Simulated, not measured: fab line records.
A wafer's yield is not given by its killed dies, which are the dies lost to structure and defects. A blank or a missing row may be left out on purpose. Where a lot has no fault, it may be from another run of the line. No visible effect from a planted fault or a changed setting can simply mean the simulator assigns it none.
fab line records	flow nand_harc
record lots=6	wafers=18	last_day=32
route steps=1302 shown A_STAIRCASE@672 END@1302
lots with no fault: from the same line, run without faults
start_h: the number of hours between the record's first day and the start of the first shown wafer of the lot	wait_h: time in hours since the lot's previous step	" identical to the entry in the row above	L1.1+2: one row covering several wafers at once	- no value, or no start given	* or withheld: withheld	< > ~ a bound
route shown NAME@n: names a module that has steps shown in the file, with the first one's number in the route	usual: mean/standard deviation taken from wafers without a fault	same: alike in all rows	chamber/n: place in a boat	sites: readings site by site	_std_site: standard deviation of those values	_edge_site: inner sites' mean taken away from outer sites' mean	radius_mm: how far each site lies from the wafer's centre	mask NAME#n: copy n	behind: the most recent tool/chamber to have shaped the wafer	hold: reason for holding the lot/hours on hold/outcome of the hold	device: which transistor (n, p or np) failed to switch	end of line: the route-end tests of the same wafers	where a step has no rows: the recipe by itself	killed: at the first sort, the dies lost to defects and structure; wafer yield is something else	map: shows each die of a wafer: x if killed, . if not, _ if none is there
set.NAME: the setting as run; set.NAME@STEP: as run at that earlier step	model.NAME: the simulator's own value behind a step, which no gauge read
lots at selected steps of the route; one table per step, one row per wafer
services: from which hour (start_h, from the record's first day; less than 0 if before it) a tool's chamber was out of use, for how many hours, and why
## steps
# step NHARC_A_STAIRCASE_TRIM_16
# recipe time_s=211.2	o2_flow_sccm=500	ar_flow_sccm=0	bias_w=0	chemistry=O2
# step NHARC_A_STAIRCASE_ETCH_17
# recipe target_depth_a=1000	time_s=40.5	ion_energy_ev=400	c4f8_flow_sccm=20	o2_flow_sccm=10	ar_flow_sccm=withheld	rf_w=600	bias_w=1000	chemistry=C4F8/O2
# usual oes_product_au=0.943/0.015	rf_vpp_V=894/5.6
lot.wafer	tool	chamber	start_h	wait_h	oes_product_au	rf_hours_counter_h	rf_vpp_V
L153.3	rie_diel-04	2	-	-	0.957	47	889
L153.4	"	3	"	"	0.934	52	900
L153.2	"	1	"	"	0.929	43	900
L154.3	rie_diel-10	3	-	-	0.931	35	897
L154.6	"	0	"	"	0.926	-	888
L154.4	"	2	"	"	0.941	-	887
L159.1	rie_diel-04	0	-	-	0.945	11	888
L159.3	"	2	"	"	0.976	10	890
L159.6	"	3	"	"	0.971	-	901
L168.3	rie_diel-04	1	-	-	0.935	38	899
L168.2	"	3	"	"	0.956	44	899
L168.5	"	0	"	"	0.933	-	888
L166.2	rie_diel-10	2	-	-	0.970	20	886
L166.1	"	3	"	"	0.942	21	894
L166.5	"	2	"	"	0.961	-	887
L174.4	rie_diel-04	3	-	-	0.936	3	900
L174.1	"	0	"	"	0.928	3	887
L174.5	"	2	"	"	0.938	-	887
# step NHARC_A_STAIRCASE_TRIM_18
# recipe time_s=211.2	o2_flow_sccm=500	ar_flow_sccm=0	bias_w=0	chemistry=O2
# step NHARC_A_STAIRCASE_ETCH_19
# recipe target_depth_a=1000	time_s=40.5	ion_energy_ev=400	c4f8_flow_sccm=20	o2_flow_sccm=10	ar_flow_sccm=withheld	rf_w=600	bias_w=1000	chemistry=C4F8/O2
# step NHARC_A_STAIRCASE_TRIM_20
# recipe time_s=211.2	o2_flow_sccm=500	ar_flow_sccm=0	bias_w=0	chemistry=O2
# step NHARC_A_STAIRCASE_ETCH_21
# recipe target_depth_a=1000	time_s=40.5	ion_energy_ev=400	c4f8_flow_sccm=20	o2_flow_sccm=10	ar_flow_sccm=withheld	rf_w=600	bias_w=1000	chemistry=C4F8/O2
# step NHARC_A_STAIRCASE_TRIM_22
# recipe time_s=211.2	o2_flow_sccm=500	ar_flow_sccm=0	bias_w=0	chemistry=O2
# usual drypump_motor_current_A=5.9/0.48	oes_product_au=1.001/0.013	rf_vpp_V=57.6/0.96	showerhead_plenum_p_Torr=3.48/0.15	throttle_valve_pct=17.036/0.009
lot.wafer	tool	chamber	start_h	wait_h	drypump_motor_current_A	oes_product_au	rf_hours_counter_h	rf_vpp_V	showerhead_plenum_p_Torr	throttle_valve_pct
L153.2	rie_diel-05	3	-	-	5.7	1.001	36	60.1	3.79	17.046
L153.3	"	1	"	"	5.1	1.001	35	57.2	3.44	17.037
L153.4	"	2	"	"	5.5	1.010	36	57.7	3.47	17.034
L154.3	rie_diel-10	2	-	-	5.5	0.997	35	57.2	3.30	17.036
L154.4	"	3	"	"	6.1	0.987	-	57.7	3.53	17.031
L154.6	"	2	"	"	5.5	0.987	-	56.7	3.30	17.030
L159.3	rie_diel-04	0	-	-	5.3	0.996	11	56.8	3.32	17.038
L159.1	"	1	"	"	6.6	1.003	12	58.0	3.61	17.039
L159.6	"	3	"	"	6.6	1.018	-	58.1	3.62	17.057
L168.3	rie_diel-10	1	-	-	5.2	0.990	19	57.3	3.63	17.043
L168.2	"	2	"	"	5.6	1.012	20	57.6	3.28	17.034
L168.5	"	0	"	"	6.2	0.994	-	56.3	3.29	17.042
L166.2	rie_diel-10	1	-	-	5.2	0.991	20	56.2	3.63	17.041
L166.1	"	3	"	"	6.1	1.002	21	56.6	3.51	17.048
L166.5	"	0	"	"	6.2	0.987	-	56.6	3.29	17.032
L174.1	rie_diel-05	0	-	-	5.8	1.011	42	58.9	3.56	17.040
L174.4	"	1	"	"	5.1	1.007	40	57.2	3.41	17.060
L174.5	"	3	"	"	5.7	0.983	-	58.9	3.75	17.042
# step NHARC_A_STAIRCASE_ETCH_23
# recipe target_depth_a=1000	time_s=40.5	ion_energy_ev=400	c4f8_flow_sccm=20	o2_flow_sccm=10	ar_flow_sccm=withheld	rf_w=600	bias_w=1000	chemistry=C4F8/O2
# step NHARC_A_STAIRCASE_TRIM_24
# recipe time_s=211.2	o2_flow_sccm=500	ar_flow_sccm=0	bias_w=0	chemistry=O2
# step NHARC_A_STAIRCASE_ETCH_25
# recipe target_depth_a=1000	time_s=40.5	ion_energy_ev=400	c4f8_flow_sccm=20	o2_flow_sccm=10	ar_flow_sccm=withheld	rf_w=600	bias_w=1000	chemistry=C4F8/O2
# step NHARC_A_STAIRCASE_TRIM_26
# recipe time_s=211.2	o2_flow_sccm=500	ar_flow_sccm=0	bias_w=0	chemistry=O2
# step NHARC_A_STAIRCASE_ETCH_27
# recipe target_depth_a=1000	time_s=40.5	ion_energy_ev=400	c4f8_flow_sccm=20	o2_flow_sccm=10	ar_flow_sccm=withheld	rf_w=600	bias_w=1000	chemistry=C4F8/O2
# usual oes_product_au=0.947/0.017	rf_vpp_V=894/5.7
lot.wafer	tool	chamber	start_h	wait_h	oes_product_au	rf_hours_counter_h	rf_vpp_V
L153.4	rie_diel-05	2	348.88	-	0.938	36	894
L153.3	"	3	"	"	0.929	37	905
L153.2	"	1	"	"	0.940	35	892
L154.3	rie_diel-10	3	364.67	-	0.931	36	896
L154.6	"	3	"	"	0.927	-	896
L154.4	"	0	"	"	0.941	-	886
L159.3	rie_diel-04	1	404.94	-	0.962	13	899
L159.1	"	3	"	"	0.948	11	899
L159.6	"	1	"	"	0.952	-	899
L168.3	rie_diel-10	1	494.96	-	0.928	19	900
L168.2	"	2	"	"	0.961	20	887
L168.5	"	3	"	"	0.944	-	896
L166.2	rie_diel-10	1	497.26	-	0.943	20	900
L166.1	"	0	"	"	0.947	22	888
L166.5	"	1	"	"	0.946	-	900
L174.1	rie_diel-05	3	556.26	-	0.929	42	903
L174.4	"	0	"	"	0.936	42	897
L174.5	"	1	"	"	0.931	-	890
# step NHARC_A_STAIRCASE_STRIP_175
# recipe power_w=1500	temp_c=250	chemistry=O2
# step NHARC_A_STAIRCASE_STRIP_148
# recipe time_s=900	temp_c=130	chemistry=SPM
# step NHARC_A_STAIRCASE_PRECLEAN_149
# recipe time_s=*	temp_c=50	bath_age_min=0	chemistry=SC1
# step NHARC_A_STAIRCASE_SRD_150
# step NHARC_A_STAIRCASE_DEHYDRATE_176
# recipe temp_c=150	time_s=120
# step NHARC_A_STAIRCASE_HMDS_177
# recipe time_s=30
# step NHARC_A_STAIRCASE_COAT_178
# recipe spin_rpm=1200
# step NHARC_A_STAIRCASE_SOFTBAKE_179
# recipe temp_c=135	time_s=170
# step NHARC_A_STAIRCASE_EBR_180
# step NHARC_A_STAIRCASE_EXPOSE_181
# recipe na=0.5	dose_mj=27.87	mask_id=STAIR_2
# step NHARC_A_STAIRCASE_PEB_182
# recipe peb_temp_c=115	peb_time_s=130
# step NHARC_A_STAIRCASE_DEVELOP_183
# recipe time_s=140
# step NHARC_A_STAIRCASE_HARDBAKE_185
# recipe temp_c=120	time_s=140
# step NHARC_A_STAIRCASE_DESCUM_186
# recipe time_s=3	o2_flow_sccm=200	ar_flow_sccm=0	bias_power_w=0	chemistry=O2
# step NHARC_A_STAIRCASE_TRIM_187
# recipe time_s=211.2	o2_flow_sccm=500	ar_flow_sccm=0	bias_w=0	chemistry=O2
# usual drypump_motor_current_A=5.9/0.48	oes_product_au=1.002/0.014	rf_vpp_V=57.6/0.87	showerhead_plenum_p_Torr=3.46/0.15	throttle_valve_pct=17.036/0.01
lot.wafer	tool	chamber	start_h	wait_h	drypump_motor_current_A	oes_product_au	rf_hours_counter_h	rf_vpp_V	showerhead_plenum_p_Torr	throttle_valve_pct
L153.2	rie_diel-05	3	350.66	0.1	5.7	0.987	37	58.5	3.79	17.034
L153.3	"	0	"	"	5.8	1.004	32	57.7	3.60	17.026
L153.4	"	2	"	"	5.5	1.006	36	57.5	3.47	17.039
L154.3	rie_diel-10	3	366.48	0.1	6.1	1.000	36	58.2	3.53	17.048
L154.6	"	2	"	"	5.5	1.011	-	55.9	3.30	17.030
L154.4	"	0	"	"	6.1	1.000	-	57.2	3.31	17.040
L159.1	rie_diel-10	1	407.01	0.1	5.2	1.007	48	56.9	3.65	17.040
L159.3	"	2	"	"	5.6	1.001	49	56.9	3.30	17.031
L159.6	"	3	"	"	6.1	0.996	-	57.7	3.52	17.017
L168.3	rie_diel-05	1	496.72	0.1	5.1	0.999	26	56.8	3.42	17.039
L168.2	"	2	"	"	5.6	1.024	24	57.9	3.45	17.022
L168.5	"	2	"	"	5.5	1.021	-	57.6	3.45	17.040
L166.2	rie_diel-10	2	499.03	0.1	5.6	1.014	21	57.1	3.28	17.047
L166.1	"	0	"	"	6.1	1.001	22	57.1	3.29	17.034
L166.5	"	3	"	"	6.1	0.996	-	57.3	3.50	17.041
L174.4	rie_diel-10	1	557.90	0.1	5.2	0.994	40	58.0	3.62	17.045
L174.1	"	2	"	"	5.6	1.013	39	57.1	3.27	17.037
L174.5	"	2	"	"	5.6	1.004	-	57.1	3.27	17.048
# step NHARC_A_STAIRCASE_ETCH_188
# recipe target_depth_a=1000	time_s=40.5	ion_energy_ev=400	c4f8_flow_sccm=20	o2_flow_sccm=10	ar_flow_sccm=withheld	rf_w=600	bias_w=1000	chemistry=C4F8/O2
# step NHARC_A_STAIRCASE_TRIM_189
# recipe time_s=211.2	o2_flow_sccm=500	ar_flow_sccm=0	bias_w=0	chemistry=O2
# step NHARC_A_STAIRCASE_ETCH_190
# recipe target_depth_a=1000	time_s=40.5	ion_energy_ev=400	c4f8_flow_sccm=20	o2_flow_sccm=10	ar_flow_sccm=withheld	rf_w=600	bias_w=1000	chemistry=C4F8/O2
# step NHARC_A_STAIRCASE_TRIM_191
# recipe time_s=211.2	o2_flow_sccm=500	ar_flow_sccm=0	bias_w=0	chemistry=O2
# step NHARC_A_STAIRCASE_ETCH_192
# recipe target_depth_a=1000	time_s=40.5	ion_energy_ev=400	c4f8_flow_sccm=20	o2_flow_sccm=10	ar_flow_sccm=withheld	rf_w=600	bias_w=1000	chemistry=C4F8/O2
# step NHARC_A_STAIRCASE_TRIM_193
# recipe time_s=211.2	o2_flow_sccm=500	ar_flow_sccm=0	bias_w=0	chemistry=O2
# step NHARC_A_STAIRCASE_ETCH_194
# recipe target_depth_a=1000	time_s=40.5	ion_energy_ev=400	c4f8_flow_sccm=20	o2_flow_sccm=10	ar_flow_sccm=withheld	rf_w=600	bias_w=1000	chemistry=C4F8/O2
# step NHARC_A_STAIRCASE_TRIM_196
# recipe time_s=211.2	o2_flow_sccm=500	ar_flow_sccm=0	bias_w=0	chemistry=O2
# usual drypump_motor_current_A=5.8/0.47	oes_product_au=1.001/0.015	rf_vpp_V=57.6/0.98	showerhead_plenum_p_Torr=3.48/0.15	throttle_valve_pct=17.036/0.0094
lot.wafer	tool	chamber	start_h	wait_h	drypump_motor_current_A	oes_product_au	rf_hours_counter_h	rf_vpp_V	showerhead_plenum_p_Torr	throttle_valve_pct
L153.2	rie_diel-05	2	351.68	0.1	5.5	0.998	37	58.8	3.47	17.051
L153.3	"	3	"	"	5.7	0.993	38	59.2	3.79	17.054
L153.4	"	0	"	"	5.7	1.005	33	58.4	3.60	17.045
L154.4	rie_diel-05	0	367.65	0.1	5.8	1.005	40	60.0	3.59	17.043
L154.3	"	2	"	"	5.5	1.009	43	56.1	3.47	17.058
L154.6	"	0	"	"	5.8	1.000	-	57.2	3.59	17.031
L159.3	rie_diel-10	1	408.16	0.2	5.2	1.002	49	58.4	3.65	17.049
L159.1	"	0	"	"	6.1	0.994	51	58.3	3.30	17.040
L159.6	"	1	"	"	5.2	0.998	-	56.4	3.65	17.049
L168.2	rie_diel-05	1	497.74	0.1	5.1	0.997	26	56.2	3.42	17.024
L168.3	"	0	"	"	5.8	0.993	27	59.7	3.57	17.037
L168.5	"	1	"	"	5.1	1.001	-	56.9	3.42	17.029
L166.2	rie_diel-04	2	500.05	0.1	5.7	1.028	40	56.6	3.31	17.052
L166.1	"	3	"	"	6.6	1.021	44	57.5	3.60	17.033
L166.5	"	2	"	"	5.8	1.026	-	57.4	3.31	17.049
L174.1	rie_diel-04	3	558.94	0.1	6.6	1.004	4	57.5	3.59	17.040
L174.4	"	1	"	"	6.6	1.009	3	56.5	3.58	17.035
L174.5	"	2	"	"	5.7	0.985	-	57.2	3.30	17.047
# step NHARC_A_STAIRCASE_ETCH_197
# recipe target_depth_a=1000	time_s=40.5	ion_energy_ev=400	c4f8_flow_sccm=20	o2_flow_sccm=10	ar_flow_sccm=withheld	rf_w=600	bias_w=1000	chemistry=C4F8/O2
# step NHARC_A_STAIRCASE_TRIM_198
# recipe time_s=211.2	o2_flow_sccm=500	ar_flow_sccm=0	bias_w=0	chemistry=O2
# usual drypump_motor_current_A=5.8/0.48	oes_product_au=1.000/0.013	rf_vpp_V=57.6/0.89	showerhead_plenum_p_Torr=3.48/0.15	throttle_valve_pct=17.036/0.0092
lot.wafer	tool	chamber	start_h	wait_h	drypump_motor_current_A	oes_product_au	rf_hours_counter_h	rf_vpp_V	showerhead_plenum_p_Torr	throttle_valve_pct
L153.4	rie_diel-05	0	-	-	5.8	0.997	33	57.8	3.60	17.032
L153.2	"	1	"	"	5.1	0.999	36	57.0	3.44	17.044
L153.3	"	2	"	"	5.5	1.011	37	57.4	3.47	17.063
L154.4	rie_diel-05	3	-	-	5.7	0.986	46	59.5	3.78	17.039
L154.3	"	0	"	"	5.8	1.009	41	58.4	3.59	17.025
L154.6	"	3	"	"	5.7	0.981	-	57.9	3.78	17.033
L159.3	rie_diel-10	2	-	-	5.6	0.996	50	58.3	3.30	17.035
L159.1	"	3	"	"	6.1	0.976	50	57.4	3.52	17.033
L159.6	"	1	"	"	5.2	1.002	-	58.3	3.65	17.037
L168.2	rie_diel-05	1	-	-	5.1	1.003	26	58.0	3.42	17.030
L168.3	"	2	"	"	5.5	1.024	25	57.4	3.45	17.035
L168.5	"	1	"	"	5.1	0.995	-	56.9	3.42	17.040
L166.1	rie_diel-04	1	-	-	6.6	0.995	39	56.2	3.59	17.040
L166.2	"	3	"	"	6.6	1.011	44	59.2	3.60	17.031
L166.5	"	1	"	"	6.6	1.000	-	57.8	3.59	17.041
L174.1	rie_diel-04	3	-	-	6.6	0.993	4	58.2	3.59	17.034
L174.4	"	0	"	"	5.3	0.993	3	56.0	3.29	17.037
L174.5	"	2	"	"	5.7	0.983	-	57.4	3.30	17.032
# step NHARC_A_STAIRCASE_ETCH_199
# recipe target_depth_a=1000	time_s=40.5	ion_energy_ev=400	c4f8_flow_sccm=20	o2_flow_sccm=10	ar_flow_sccm=withheld	rf_w=600	bias_w=1000	chemistry=C4F8/O2
# step NHARC_END_SORT_01
# recipe temp_c=25
# usual killed_at_array=52/17	killed_at_other=1.2/1.4	killed_at_periphery=4.7/2.9	killed_dies=58/17	killed_open=3.2/1.9	killed_short=2.4/1.4
# same gross_dies=677
lot.wafer	tool	chamber	start_h	wait_h	killed_at_array	killed_at_other	killed_at_periphery	killed_dies	killed_open	killed_short
L153.2	prober-02	0	549.96	2.8	76	3	6	85	1	4
L153.3	prober-02	0	550.76	3.1	46	0	4	50	6	0
L153.4	prober-02	0	551.56	3.4	70	1	3	74	2	2
L154.3	prober-01	0	572.12	3.1	53	0	4	57	5	5
L154.4	prober-01	0	572.92	3.4	30	0	6	36	3	3
L154.6	prober-01	0	574.53	4.0	44	0	4	48	6	2
L159.1	prober-01	0	616.42	2.5	56	1	7	64	3	2
L159.3	prober-01	0	618.04	3.1	53	0	6	59	5	1
L159.6	prober-01	0	620.47	4.1	31	1	7	39	2	3
L168.2	prober-01	0	698.78	2.8	148	0	3	151	6	5
L168.3	prober-01	0	699.59	3.1	118	1	1	120	3	1
L168.5	prober-01	0	701.20	3.7	100	0	1	101	4	4
L166.1	prober-01	0	705.82	2.5	145	0	2	147	0	2
L166.2	prober-01	0	706.62	2.8	105	0	0	105	4	2
L166.5	prober-01	0	709.01	3.7	103	0	3	106	3	0
L174.1	prober-02	0	772.88	2.5	33	1	3	37	3	0
L174.4	prober-02	0	775.28	3.4	32	1	6	39	4	4
L174.5	prober-02	0	776.08	3.7	44	3	5	52	5	2
# killed by level:class
L153.2 A_SLIT:chamber_film_flake=22 A_CHANNEL_HOLE_D2:chamber_film_flake=19 A_CHANNEL_HOLE_D1:chamber_film_flake=18 A_CONTACT:chamber_film_flake=6 P_BONDPAD:chamber_film_flake=4 A_STAIRCASE:chamber_film_flake=4 THIN_TSV:chamber_film_flake=3 A_M0:geometric_particle:short=2
L153.3 A_SLIT:chamber_film_flake=13 A_CHANNEL_HOLE_D2:chamber_film_flake=9 A_CHANNEL_HOLE_D1:chamber_film_flake=8 A_CONTACT:chamber_film_flake=5 A_STAIRCASE:chamber_film_flake=3 P_CONTACT:geometric_particle:open=2 A_DECK1_JOINT:chamber_film_flake=2 A_CHANNEL_FILL_D1:geometric_particle:open=1
L153.4 A_SLIT:chamber_film_flake=25 A_CHANNEL_HOLE_D2:chamber_film_flake=18 A_CHANNEL_HOLE_D1:chamber_film_flake=17 A_STAIRCASE:chamber_film_flake=4 P_BONDPAD:chamber_film_flake=2 A_CHANNEL_FILL_D2:chamber_film_flake=2 A_CONTACT:chamber_film_flake=2 P_M0:geometric_particle:open=1
L154.3 A_CHANNEL_HOLE_D2:chamber_film_flake=29 A_SGD_CUT:chamber_film_flake=6 A_CHANNEL_HOLE_D1:chamber_film_flake=5 A_STAIRCASE:chamber_film_flake=3 P_CONTACT:geometric_particle:open=1 P_CONTACT:geometric_particle:short=1 P_M0:geometric_particle:open=1 A_ONON_D1:geometric_particle:open=1
L154.4 A_CHANNEL_HOLE_D2:chamber_film_flake=15 A_SGD_CUT:chamber_film_flake=5 A_CHANNEL_FILL_D2:geometric_particle:open=2 P_ZERO_WELL:chamber_film_flake=2 P_BONDPAD:chamber_film_flake=2 A_CHANNEL_FILL_D1:chamber_film_flake=2 A_STAIRCASE:chamber_film_flake=2 P_CONTACT:geometric_particle:short=1
L154.6 A_CHANNEL_HOLE_D2:chamber_film_flake=27 A_SGD_CUT:chamber_film_flake=5 A_ONON_D2:geometric_particle:open=2 A_CONTACT:geometric_particle:open=2 P_M0:geometric_particle:short=1 A_ONON_D2:geometric_particle:short=1 A_CHANNEL_HOLE_D2:geometric_particle:open=1 A_WL_FILL:geometric_particle:open=1
L159.1 A_CHANNEL_HOLE_D1:chamber_film_flake=28 A_CHANNEL_HOLE_D2:chamber_film_flake=8 A_CONTACT:chamber_film_flake=6 A_M1:chamber_film_flake=5 P_ZERO_WELL:chamber_film_flake=3 P_GATE:chamber_film_flake=2 A_DECK1_JOINT:chamber_film_flake=2 A_SLIT:chamber_film_flake=2
L159.3 A_CHANNEL_HOLE_D1:chamber_film_flake=27 A_CHANNEL_HOLE_D2:chamber_film_flake=8 A_STAIRCASE:chamber_film_flake=5 A_CONTACT:chamber_film_flake=4 P_M0:geometric_particle:open=3 A_M1:chamber_film_flake=3 A_WL_FILL:chamber_film_flake=2 A_SGD_CUT:geometric_particle:open=1
L159.6 A_CHANNEL_HOLE_D1:chamber_film_flake=15 A_CONTACT:chamber_film_flake=4 A_CHANNEL_HOLE_D2:chamber_film_flake=3 P_ZERO_WELL:chamber_film_flake=2 P_GATE:chamber_film_flake=2 A_STAIRCASE:chamber_film_flake=2 A_M1:chamber_film_flake=2 P_GATE:geometric_particle:short=1
L168.2 A_STAIRCASE:unspecified=69 A_SLIT:chamber_film_flake=38 A_CHANNEL_HOLE_D1:chamber_film_flake=24 A_CONTACT:chamber_film_flake=4 A_CHANNEL_FILL_D2:geometric_particle:short=3 A_STAIRCASE:chamber_film_flake=2 P_CONTACT:geometric_particle:open=1 P_M1:geometric_particle:open=1
L168.3 A_STAIRCASE:unspecified=54 A_SLIT:chamber_film_flake=23 A_CHANNEL_HOLE_D1:chamber_film_flake=19 A_CONTACT:chamber_film_flake=10 A_CHANNEL_FILL_D2:chamber_film_flake=5 A_STAIRCASE:chamber_film_flake=3 P_M1:geometric_particle:open=1 A_ONON_D2:geometric_particle:open=1
L168.5 A_SLIT:chamber_film_flake=28 A_STAIRCASE:unspecified=26 A_CHANNEL_HOLE_D1:chamber_film_flake=25 A_CONTACT:chamber_film_flake=7 A_SGD_CUT:chamber_film_flake=2 A_STAIRCASE:chamber_film_flake=2 A_BONDPAD:chamber_film_flake=2 P_M0:geometric_particle:open=1
L166.1 A_STAIRCASE:unspecified=73 A_CHANNEL_HOLE_D2:chamber_film_flake=25 A_CHANNEL_HOLE_D1:chamber_film_flake=21 A_CONTACT:chamber_film_flake=9 A_M1:chamber_film_flake=7 A_SLIT:chamber_film_flake=5 A_STAIRCASE:chamber_film_flake=3 P_M1:geometric_particle:short=1
L166.2 A_STAIRCASE:unspecified=54 A_CHANNEL_HOLE_D2:chamber_film_flake=18 A_CHANNEL_HOLE_D1:chamber_film_flake=16 A_CONTACT:chamber_film_flake=4 A_STAIRCASE:chamber_film_flake=3 A_CHANNEL_FILL_D2:geometric_particle:open=1 A_CHANNEL_FILL_D2:geometric_particle:short=1 A_WL_FILL:geometric_particle:open=1
L166.5 A_STAIRCASE:unspecified=57 A_CHANNEL_HOLE_D1:chamber_film_flake=15 A_CHANNEL_HOLE_D2:chamber_film_flake=11 A_CONTACT:chamber_film_flake=8 A_SLIT:chamber_film_flake=3 A_M1:chamber_film_flake=3 P_M0:geometric_particle:open=2 A_WL_FILL:geometric_particle:open=1
L174.1 A_CHANNEL_HOLE_D1:chamber_film_flake=19 A_SLIT:chamber_film_flake=7 P_M2:chamber_film_flake=2 A_WL_FILL:chamber_film_flake=2 A_M1:chamber_film_flake=2 P_M1:geometric_particle:open=1 A_DECK1_JOINT:geometric_particle:open=1 A_M0:geometric_particle:open=1
L174.4 A_CHANNEL_HOLE_D1:chamber_film_flake=13 A_SLIT:chamber_film_flake=7 P_M2:chamber_film_flake=3 A_STAIRCASE:chamber_film_flake=3 A_CONTACT:chamber_film_flake=2 P_CONTACT:geometric_particle:open=1 P_M0:geometric_particle:short=1 P_M1:geometric_particle:open=1
L174.5 A_CHANNEL_HOLE_D1:chamber_film_flake=15 A_SLIT:chamber_film_flake=7 A_STAIRCASE:chamber_film_flake=6 A_M1:chamber_film_flake=5 A_WL_FILL:chamber_film_flake=3 THIN_TSV:chamber_film_flake=3 A_CONTACT:chamber_film_flake=2 P_GATE:geometric_particle:open=1
# map L166.1 (x killed, . not)
____________.____________
_________......._________
_______..........._______
______.............______
_____..x............_____
____..x.........x....____
____.xx.........x....____
___x...........x.x....___
___.........xxxxxx....___
__..........x.xxxxx....__
__..........xxxxxxx..x.__
_..........x.xxxxxxx...._
_......xx.xxxxxxxxxx...._
_..........xxxxxxxx....._
_.........xxxxxxxxx....._
_.........xxxxxxxx..x..._
......x...xxxxxxxxx....x.
....x.....x.xxx..xxx...x.
..........x.xxxxx.x.x....
........xxx..x..x.......x
.............x...........
_.........x............._
_....................x.x_
_............xx.x......._
_............xx........._
_......x.........x......_
__...............xxx...__
__.................x...__
___...................___
___....x..x...........___
____.................____
____.................____
_____..........x...x_____
______....xxx......______
_______.xxxxxx.xx._______
_________xxxxxxx_________
____________x____________
# map L168.2 (x killed, . not)
____________.____________
_________......._________
_______..........._______
______.............______
_____.xx............_____
____.xxx.............____
____xx......x........____
___xxxx.x.............___
___xxxxx...x..........___
__x.xxx................__
__.x...................__
_.x.........x..........._
_.x........x.x...x......_
_...x.x...xxx..........._
_......x.x..x..........._
_.x......xxxxxx......x.._
..........xxxxx..........
..........xxx.xx.........
.........xxxx.xx..x......
..........xx.x...........
..........xx.xx..........
_.......x...xx.........._
_...........x........x.._
_.....xx................_
_.....x.xxx............._
_....x.xx.x............._
__..xxxxxxx.x..........__
__...xxxxxxx...........__
___..xxxxxxx..........___
___xxxxxxxx..........x___
____xxxxxxxxx........____
____x.xxxxxxx........____
_____xxxxxxx........_____
______xxxx.x.x.....______
_______xxxxx......_______
_________......._________
____________.____________
## services
tool	chamber	start_h	hours	kind
rie_diel-10	0	327.37	-	clean
rie_diel-10	1	327.37	-	clean
rie_diel-10	2	327.37	-	clean
rie_diel-10	3	327.37	-	clean
rie_diel-04	-	332.47	2.3	repair
rie_diel-10	0	352.62	-	clean
rie_diel-10	1	352.62	-	clean
rie_diel-10	2	352.62	-	clean
rie_diel-10	3	352.62	-	clean
rie_diel-04	-	355.68	9.0	pm
rie_diel-10	1	362.18	7.1	repair
rie_diel-10	0	377.19	-	clean
rie_diel-10	1	377.19	-	clean
rie_diel-10	2	377.19	-	clean
rie_diel-10	3	377.19	-	clean
rie_diel-04	2	384.20	2.6	repair
rie_diel-10	0	401.69	-	clean
rie_diel-05	-	410.51	9.0	pm
rie_diel-10	-	421.86	9.0	pm
rie_diel-05	3	424.54	4.8	repair
rie_diel-10	1	482.68	6.5	repair
rie_diel-04	3	494.50	4.0	repair
rie_diel-04	-	532.68	9.0	pm
rie_diel-10	2	543.91	4.8	repair
## key
first_sign step=NHARC_END_SORT_01	reading=killed_at_array	direction=up	sigmas=4.1	usual=52	struck=120
effect step=NHARC_END_SORT_01	reading=killed_dies	direction=up	sigmas=3.8	usual=58	struck=122
more_kills_born_at NHARC_A_STAIRCASE_ETCH_27@rie_diel-10=333
met_at NHARC_A_STAIRCASE_ETCH_27
struck_wafers L166.1,L166.2,L166.5,L168.2,L168.3,L168.5
tester_left_out L166,L168
onset_between 364.67 494.96
also_fits NHARC_A_STAIRCASE_TRIM_22:rie_diel-10
fault kind=chamber_particle_source	tool=rie_diel-10	chamber=-	onset_h=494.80	steps=NHARC_A_STAIRCASE_ETCH_27	rate_per_visit_cm2=0.52361	end_h=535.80
# tester_left_out: of these lots the tester's yield and bins aren't shown, on N5 and GAA mostly nor the transistor test; their killed dies are dies lost to structure and defects alone, not to doping, threshold or leakage, so they don't give the yield
